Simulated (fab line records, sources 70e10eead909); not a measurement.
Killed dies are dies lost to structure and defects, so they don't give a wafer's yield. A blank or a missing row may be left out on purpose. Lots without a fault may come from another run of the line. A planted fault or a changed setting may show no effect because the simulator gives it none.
fab line records | flow nand_harc
record lots=13 wafers=39 last_day=34
route steps=1302 shown A_CHANNEL_HOLE_D1@470 A_CHANNEL_FILL_D1@493 END@1302
lots that met no fault: from a run of the same line without faults
start_h: hours from the record's first day to the start of the lot's first wafer shown | wait_h: hours since the lot's step before | " the same as in the row above | L1.1+2: a row that stands for several wafers | - no value, or no start given | * or withheld: withheld | < > ~ a bound
route shown NAME@n: a module of which the file shows steps, and the number in the route of the first | usual: mean/standard deviation of fault-free wafers | same: alike in all rows | chamber/n: place in a boat | sites: the reading at each site | _std_site: their standard deviation | _edge_site: outer sites' mean less inner sites' | radius_mm: how far each site lies from the wafer's centre | mask NAME#n: copy n | behind: the tool/chamber that last shaped the wafer | hold: why the lot was held/for how many hours/how that ended | device: the transistor (n, p or np) that didn't switch | end of line: the same wafers' tests at the end of the route | a step without rows: its recipe alone | killed: dies lost to structure and defects at the first sort, not the wafer's yield | map: a wafer's dies, x killed, . not, _ none there
set.NAME: the setting as run; set.NAME@STEP: as run at that earlier step | model.NAME: the simulator's own value behind a step, which no gauge read
steps of the route over a sample of lots; a table a step, a row a wafer
services: from which hour (start_h, from the record's first day; less than 0 if before it) a tool's chamber was out of use, for how many hours, and why
## steps
# step NHARC_A_CHANNEL_HOLE_D1_CD_MEAS_18
# usual cd_nm=98.6/2.2
# columns lot.wafer tool chamber start_h wait_h cd_nm
L381.2 cd_sem-03 - 184.72 - 97.5
L381.3 " - " " 92.1
L381.6 " - " " 97.7
L382.2 cd_sem-01 - 185.48 - 95.7
L382.5 " - " " 103.1
L382.6 " - " " 102.4
L384.2 cd_sem-01 - 211.84 - 99.2
L384.5 " - " " 99.3
L384.6 " - " " 100.0
L385.2 cd_sem-03 - 217.68 - 97.7
L385.5 " - " " 96.5
L385.6 " - " " 98.5
L386.1 cd_sem-02 - 233.33 - 97.1
L386.5 " - " " 96.5
L386.6 " - " " 98.5
L387.1 cd_sem-02 - 236.65 - 94.2
L387.2 " - " " 98.1
L387.6 " - " " 96.5
L388.2 cd_sem-03 - 248.79 - 99.9
L388.3 " - " " 97.2
L388.5 " - " " 101.3
L396.1 cd_sem-01 - 326.81 - 98.6
L396.3 " - " " 101.5
L396.5 " - " " 98.4
L397.3 cd_sem-01 - 336.48 - 102.9
L397.4 " - " " 104.1
L397.6 " - " " 100.7
L401.1 cd_sem-02 - 393.89 - 98.6
L401.3 " - " " 100.6
L401.4 " - " " 100.2
L403.3 cd_sem-01 - 401.25 - 100.0
L403.4 " - " " 95.7
L403.5 " - " " 100.2
L402.1 cd_sem-03 - 401.69 - 102.7
L402.2 " - " " 98.4
L402.3 " - " " 100.2
L404.1 cd_sem-01 - 419.61 - 101.8
L404.5 " - " " 100.3
L404.6 " - " " 96.7
# step NHARC_A_CHANNEL_HOLE_D1_ETCH_44
# recipe target_depth_a=1400 overetch_a=140 time_s=77 ion_energy_ev=100 cf4_flow_sccm=80 o2_flow_sccm=20 ar_flow_sccm=0 rf_w=300 bias_w=100 chemistry=CF4/O2
# usual drypump_motor_current_A=5.9/0.35 oes_product_au=1.001/0.0083 rf_vpp_V=197.6/1.3 showerhead_plenum_p_Torr=1.33/0.049 throttle_valve_pct=13.397/0.0087
# columns lot.wafer tool chamber start_h wait_h drypump_motor_current_A oes_product_au rf_hours_counter_h rf_vpp_V showerhead_plenum_p_Torr throttle_valve_pct
L381.2 rie_diel-06 0 189.56 0.1 6.0 1.007 4 197.9 1.32 13.401
L381.3 " 1 " " 5.5 1.010 4 199.3 1.40 13.413
L381.6 " 1 " " 5.5 1.004 - 200.2 1.40 13.403
L382.2 rie_diel-05 2 190.40 0.1 6.1 1.014 44 201.3 1.44 13.410
L382.5 " 1 " " 6.0 1.001 - 196.0 1.28 13.390
L382.6 " 2 " " 6.1 0.998 - 200.4 1.44 13.391
L384.2 rie_diel-06 2 221.22 0.1 5.8 1.001 5 195.9 1.28 13.399
L384.6 " 0 " " 5.9 1.001 - 196.4 1.32 13.402
L384.5 " 1 " " 5.6 1.014 - 199.9 1.40 13.380
L385.2 rie_diel-06 0 226.93 0.1 6.0 1.003 7 197.4 1.32 13.404
L385.6 " 0 " " 6.0 1.001 - 197.2 1.32 13.390
L385.5 " 1 " " 5.6 1.002 - 199.0 1.40 13.394
L386.1 rie_diel-06 0 238.13 0.1 6.0 0.993 9 197.4 1.32 13.381
L386.6 " 2 " " 5.8 1.008 - 196.0 1.28 13.387
L386.5 " 3 " " 6.5 0.989 - 198.6 1.31 13.393
L387.2 rie_diel-06 0 241.41 0.1 5.9 1.005 10 197.7 1.32 13.399
L387.1 " 3 " " 6.6 0.993 9 196.7 1.31 13.386
L387.6 " 0 " " 5.9 1.008 - 198.6 1.32 13.394
L388.3 rie_diel-06 2 256.10 0.1 5.8 0.987 10 197.1 1.28 13.398
L388.2 " 3 " " 6.5 0.992 10 197.9 1.31 13.405
L388.5 " 1 " " 5.5 1.012 - 199.1 1.40 13.385
L396.3 rie_diel-06 3 335.02 0.1 6.5 1.001 2 197.1 1.31 13.379
L396.1 " 1 " " 5.6 1.000 3 198.2 1.40 13.396
L396.5 " 0 " " 6.0 0.993 - 197.2 1.32 13.403
L397.3 rie_diel-05 0 347.91 0.1 5.9 0.996 29 196.5 1.26 13.406
L397.4 " 2 " " 6.1 1.005 29 198.9 1.43 13.396
L397.6 " 0 " " 5.9 0.989 - 196.0 1.26 13.385
L401.1 rie_diel-06 1 401.79 0.1 5.6 0.999 10 199.2 1.40 13.406
L401.4 " 3 " " 6.5 1.013 8 198.3 1.31 13.404
L401.3 " 0 " " 6.0 0.995 9 197.7 1.31 13.395
L403.3 rie_diel-06 2 406.01 0.1 5.8 1.002 8 196.8 1.28 13.396
L403.4 " 0 " " 5.9 0.984 9 197.6 1.31 13.424
L403.5 " 3 " " 6.5 0.988 - 197.1 1.31 13.387
L402.2 rie_diel-06 3 408.48 0.1 6.6 1.014 8 196.1 1.31 13.399
L402.1 " 1 " " 5.6 1.008 10 198.8 1.40 13.396
L402.3 " 2 " " 5.8 1.011 9 198.6 1.28 13.383
L404.1 rie_diel-06 1 424.42 0.1 5.5 0.996 11 199.4 1.40 13.413
L404.5 " 2 " " 5.8 1.007 - 195.0 1.28 13.401
L404.6 " 3 " " 6.5 0.997 - 198.0 1.31 13.395
# step NHARC_A_CHANNEL_FILL_D1_ALD_03
# recipe target_thk_a=60 pulse_time_s=60 ald_cycles=58 temp_c=630 pressure_torr=2 material=SiNx
# usual precursor_pulse_height_rel=0.997/0.019 susceptor_temp_C=630.0/0.3
# same pulse_time_s=60
# columns lot.wafer tool chamber start_h wait_h precursor_pulse_height_rel susceptor_temp_C
L381.2 ald_sin_batch-03 0 - - 0.985 -
L381.3 " 0 " " 0.999 -
L381.6 " 0 " " 1.003 -
L382.2 ald_sin_batch-03 0 - - 0.996 -
L382.5 " 0 " " 1.024 -
L382.6 " 0 " " 0.983 -
L384.2 ald_sin_batch-01 0 - - 1.011 -
L384.5 " 0 " " 0.970 -
L384.6 " 0 " " 0.969 -
L385.2 ald_sin_batch-03 0 - - 0.985 630.4
L385.5 " 0 " " 0.981 630.5
L385.6 " 0 " " 0.982 630.5
L386.1 ald_sin_batch-01 0 - - 0.990 -
L386.5 " 0 " " 1.011 -
L386.6 " 0 " " 1.002 -
L387.1 ald_sin_batch-03 0 - - 1.053 -
L387.2 " 0 " " 1.012 -
L387.6 " 0 " " 1.007 -
L388.2 ald_sin_batch-02 0 - - 0.965 630.0
L388.3 " 0 " " 1.022 629.8
L388.5 " 0 " " 1.055 629.7
L396.1 ald_sin_batch-02 0 - - 0.996 630.4
L396.3 " 0 " " 1.016 630.3
L396.5 " 0 " " 0.986 629.9
L397.3 ald_sin_batch-02 0 - - 0.987 629.7
L397.4 " 0 " " 0.958 630.0
L397.6 " 0 " " 1.022 629.9
L401.1 ald_sin_batch-01 0 - - 1.012 629.9
L401.3 " 0 " " 0.990 629.9
L401.4 " 0 " " 1.020 630.3
L403.3 ald_sin_batch-03 0 - - 1.007 629.6
L403.4 " 0 " " 0.998 630.0
L403.5 " 0 " " 1.021 629.6
L402.1 ald_sin_batch-01 0 - - 0.996 629.8
L402.2 " 0 " " 0.966 630.2
L402.3 " 0 " " 1.005 630.1
L404.1 ald_sin_batch-02 0 - - 1.002 629.9
L404.5 " 0 " " 0.995 629.8
L404.6 " 0 " " 0.988 630.3
# step NHARC_A_CHANNEL_FILL_D1_ALD_15
# recipe target_thk_a=20 pulse_time_s=60 ald_cycles=19 temp_c=630 pressure_torr=2 material=SiNx
# usual precursor_pulse_height_rel=0.999/0.021 susceptor_temp_C=630.02/0.27
# same pulse_time_s=60
# columns lot.wafer tool chamber start_h wait_h precursor_pulse_height_rel susceptor_temp_C
L381.2 ald_sin_batch-02 0 201.45 - 1.016 -
L381.3 " 0 " " 1.038 -
L381.6 " 0 " " 0.987 -
L382.2 ald_sin_batch-02 0 201.45 - 0.987 -
L382.5 " 0 " " 0.975 -
L382.6 " 0 " " 1.031 -
L384.2 ald_sin_batch-01 0 231.18 - 0.979 630.02
L384.5 " 0 " " 0.980 630.45
L384.6 " 0 " " 1.025 630.05
L385.2 ald_sin_batch-03 0 238.46 - 1.037 629.81
L385.5 " 0 " " 0.988 629.90
L385.6 " 0 " " 0.996 629.69
L386.1 ald_sin_batch-02 0 249.43 - 1.021 629.95
L386.5 " 0 " " 1.013 630.06
L386.6 " 0 " " 0.943 630.13
L387.1 ald_sin_batch-01 0 252.73 - 0.988 629.94
L387.2 " 0 " " 0.974 630.12
L387.6 " 0 " " 1.006 630.00
L388.2 ald_sin_batch-01 0 272.64 - 1.008 -
L388.3 " 0 " " 1.017 -
L388.5 " 0 " " 0.996 -
L396.1 ald_sin_batch-01 0 347.78 - 1.032 659.40
L396.3 " 0 " " 1.000 659.16
L396.5 " 0 " " 1.005 659.29
L397.3 ald_sin_batch-01 0 359.21 - 0.975 658.90
L397.4 " 0 " " 0.941 658.98
L397.6 " 0 " " 0.991 659.32
L401.1 ald_sin_batch-02 0 415.86 - 1.004 629.66
L401.3 " 0 " " 0.996 629.55
L401.4 " 0 " " 1.006 630.22
L403.3 ald_sin_batch-02 0 415.86 - 1.004 629.79
L403.4 " 0 " " 0.981 630.42
L403.5 " 0 " " 1.015 629.97
L402.1 ald_sin_batch-01 0 422.45 - 0.989 630.40
L402.2 " 0 " " 1.026 630.22
L402.3 " 0 " " 1.008 629.94
L404.1 ald_sin_batch-01 0 436.22 - 0.965 -
L404.5 " 0 " " 1.010 -
L404.6 " 0 " " 0.984 -
# step NHARC_END_SORT_01
# recipe temp_c=25
# usual killed_at_array=54/18 killed_at_other=0.7/0.87 killed_at_periphery=3.7/2.5 killed_dies=59/19 killed_open=3.3/2 killed_short=2.6/1.6
# same gross_dies=677
# columns lot.wafer tool chamber start_h wait_h killed_at_array killed_at_other killed_at_periphery killed_dies killed_open killed_short
L386.1 prober-02 0 645.22 2.5 47 0 1 48 0 1
L386.5 prober-02 0 648.41 3.7 42 0 2 44 3 3
L386.6 prober-02 0 649.21 4.0 46 1 2 49 3 1
# killed by level:class
L386.1 A_CHANNEL_HOLE_D2:chamber_film_flake=22 A_STAIRCASE:chamber_film_flake=8 A_CHANNEL_HOLE_D1:chamber_film_flake=4 A_WL_FILL:chamber_film_flake=4 A_DECK1_JOINT:chamber_film_flake=3 A_CHANNEL_FILL_D1:chamber_film_flake=2 A_CONTACT:chamber_film_flake=2 A_ONON_D1:geometric_particle:short=1
L386.5 A_CHANNEL_HOLE_D2:chamber_film_flake=24 A_STAIRCASE:chamber_film_flake=4 A_CHANNEL_HOLE_D1:chamber_film_flake=3 A_CHANNEL_FILL_D1:chamber_film_flake=2 A_WL_FILL:chamber_film_flake=2 A_CONTACT:chamber_film_flake=2 P_CONTACT:geometric_particle:open=1 A_ONON_D1:geometric_particle:short=1
L386.6 A_CHANNEL_HOLE_D2:chamber_film_flake=22 A_STAIRCASE:chamber_film_flake=7 A_CHANNEL_HOLE_D1:chamber_film_flake=5 A_DECK1_JOINT:chamber_film_flake=3 P_GATE:chamber_film_flake=2 A_WL_FILL:chamber_film_flake=2 A_ONON_D2:geometric_particle:open=1 A_CHANNEL_HOLE_D2:geometric_particle:open=1
## services
# columns tool chamber start_h hours kind
rie_diel-05 0 172.33 6.0 repair
rie_diel-06 2 187.04 6.6 repair
rie_diel-06 0 188.35 - clean
rie_diel-06 1 188.35 - clean
rie_diel-06 3 188.35 - clean
rie_diel-06 0 212.85 - clean
rie_diel-06 1 212.85 - clean
rie_diel-06 2 212.85 - clean
rie_diel-06 3 212.85 - clean
rie_diel-06 3 224.66 6.1 repair
rie_diel-05 - 229.76 9.0 pm
rie_diel-06 0 237.35 - clean
rie_diel-06 1 237.35 - clean
rie_diel-06 2 237.35 - clean
rie_diel-06 3 237.35 - clean
ald_sin_batch-02 - 269.13 26.0 pm
rie_diel-05 2 274.22 6.2 repair
rie_diel-05 1 277.89 1.8 repair
rie_diel-05 0 296.74 6.2 repair
rie_diel-06 - 307.35 9.0 pm
rie_diel-06 2 385.34 11.2 repair
rie_diel-05 - 406.76 9.0 pm
ald_sin_batch-03 - 415.07 279.4 repair
rie_diel-06 0 422.24 2.7 repair
## key
first_sign step=NHARC_A_CHANNEL_FILL_D1_ALD_15 reading=susceptor_temp_C direction=up sigmas=99+ usual=* struck=*
effect none on later readings
met_at NHARC_A_CHANNEL_FILL_D1_ALD_15
struck_lots L396,L397
tester_left_out L396,L397
not_acting_at NHARC_A_CHANNEL_HOLE_D1_CD_MEAS_18,NHARC_A_CHANNEL_HOLE_D1_ETCH_44,NHARC_A_CHANNEL_FILL_D1_ALD_03
onset_between 272.64 347.78
fault kind=process_parameter_drift tool=ald_sin_batch-01 chamber=- onset_h=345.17 steps=NHARC_A_CHANNEL_FILL_D1_ALD_15 channel=temp_c offset=* shape=step end_h=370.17 acts_in=* stated=*
# tester_left_out: of these lots the tester's yield and bins aren't shown, on N5 and GAA mostly nor the transistor test; their killed dies are dies lost to structure and defects alone, not to doping, threshold or leakage, so they don't give the yield
